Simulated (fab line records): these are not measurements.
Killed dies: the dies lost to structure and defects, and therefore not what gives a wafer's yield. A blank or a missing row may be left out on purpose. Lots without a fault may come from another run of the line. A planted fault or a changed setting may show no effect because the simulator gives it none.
Matching of chambers :: flow nandHarc :: NHARC_P_M0_DEP_32 on pecvd-03: 3 sister chambers
The step deposits SiCN, target thk 30 nm. 18 wafers are shown with their chamber, then 9 later ones without.

== WAFERS WITH THEIR CHAMBER ==
wafer: L074.2
chamber: 2
heaterPowerW (W): 625
rfFwdPowerW (W): 451.7

wafer: L074.3
chamber: 1
heaterPowerW (W): 594
rfFwdPowerW (W): 449.6

wafer: L074.6
chamber: 2
heaterPowerW (W): 611
rfFwdPowerW (W): 448.7

wafer: L077.3
chamber: 2
heaterPowerW (W): 670
rfFwdPowerW (W): 448.0

wafer: L077.4
chamber: 2
heaterPowerW (W): 672
rfFwdPowerW (W): 447.2

wafer: L077.5
chamber: 1
heaterPowerW (W): 612
rfFwdPowerW (W): 450.1

wafer: L078.1
chamber: 0
heaterPowerW (W): 730
rfFwdPowerW (W): 450.3

wafer: L078.2
chamber: 1
heaterPowerW (W): 658
rfFwdPowerW (W): 451.6

wafer: L078.4
chamber: 1
heaterPowerW (W): 655
rfFwdPowerW (W): 449.8

wafer: L079.2
chamber: 0
heaterPowerW (W): 765
rfFwdPowerW (W): 450.4

wafer: L079.3
chamber: 1
heaterPowerW (W): 648
rfFwdPowerW (W): 449.7

wafer: L079.5
chamber: 1
heaterPowerW (W): 655
rfFwdPowerW (W): 447.3

wafer: L083.2
chamber: 1
heaterPowerW (W): 671
rfFwdPowerW (W): 449.7

wafer: L083.5
chamber: 0
heaterPowerW (W): 835
rfFwdPowerW (W): 452.5

wafer: L083.6
chamber: 2
heaterPowerW (W): 499
rfFwdPowerW (W): 449.6

wafer: L087.2
chamber: 2
heaterPowerW (W): 526
rfFwdPowerW (W): 449.3

wafer: L087.3
chamber: 0
heaterPowerW (W): 835
rfFwdPowerW (W): 448.7

wafer: L087.4
chamber: 0
heaterPowerW (W): 849
rfFwdPowerW (W): 447.6

SIGNATURES (means of the wafers above)
reading: heaterPowerW
chamber 0: 802.80
chamber 1: 641.86
chamber 2: 600.50
scatter within a chamber: 53

reading: rfFwdPowerW
chamber 0: 449.900
chamber 1: 449.686
chamber 2: 449.083
scatter within a chamber: 1.54
Rule: for each reading, subtract the chamber's mean from the wafer's reading, divide by that reading's scatter and square the result; add these up over the readings and take the root, which gives the wafer's distance from the chamber. The wafer belongs to the nearest chamber; if the next one is less than 2 further off, it can't be placed. The scatter is the square root of a quotient: the sum, over the shown wafers, of each reading's squared deviation from its chamber's mean, divided by wafers minus chambers.

== WAFERS WITH NO CHAMBER GIVEN ==
wafer: L090.1
heaterPowerW (W): 560
rfFwdPowerW (W): 450.7

wafer: L090.2
heaterPowerW (W): 655
rfFwdPowerW (W): 449.1

wafer: L090.3
heaterPowerW (W): 714
rfFwdPowerW (W): 450.1

wafer: L092.1
heaterPowerW (W): 633
rfFwdPowerW (W): 446.7

wafer: L092.2
heaterPowerW (W): 755
rfFwdPowerW (W): 450.4

wafer: L092.5
heaterPowerW (W): 612
rfFwdPowerW (W): 448.3

wafer: L094.2
heaterPowerW (W): 566
rfFwdPowerW (W): 448.1

wafer: L094.4
heaterPowerW (W): 617
rfFwdPowerW (W): 451.4

wafer: L094.5
heaterPowerW (W): 745
rfFwdPowerW (W): 448.8

== THE CHAMBER EACH PASSED THROUGH ==
wafer: L090.1
from the rows above: can't be placed: 2 or 1
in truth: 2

wafer: L090.2
from the rows above: can't be placed: 1 or 2
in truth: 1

wafer: L090.3
from the rows above: can't be placed: 1 or 0 or 2
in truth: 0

wafer: L092.1
from the rows above: can't be placed: 2 or 1
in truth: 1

wafer: L092.2
from the rows above: can't be placed: 0 or 1
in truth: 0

wafer: L092.5
from the rows above: can't be placed: 2 or 1
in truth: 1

wafer: L094.2
from the rows above: can't be placed: 2 or 1
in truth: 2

wafer: L094.4
from the rows above: can't be placed: 1 or 2
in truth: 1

wafer: L094.5
from the rows above: can't be placed: 0 or 1 or 2
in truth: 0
0 of 9 placed correctly. Not placeable from these rows: 9 (in 9, the candidates include the true chamber). Placed wrongly: 0.
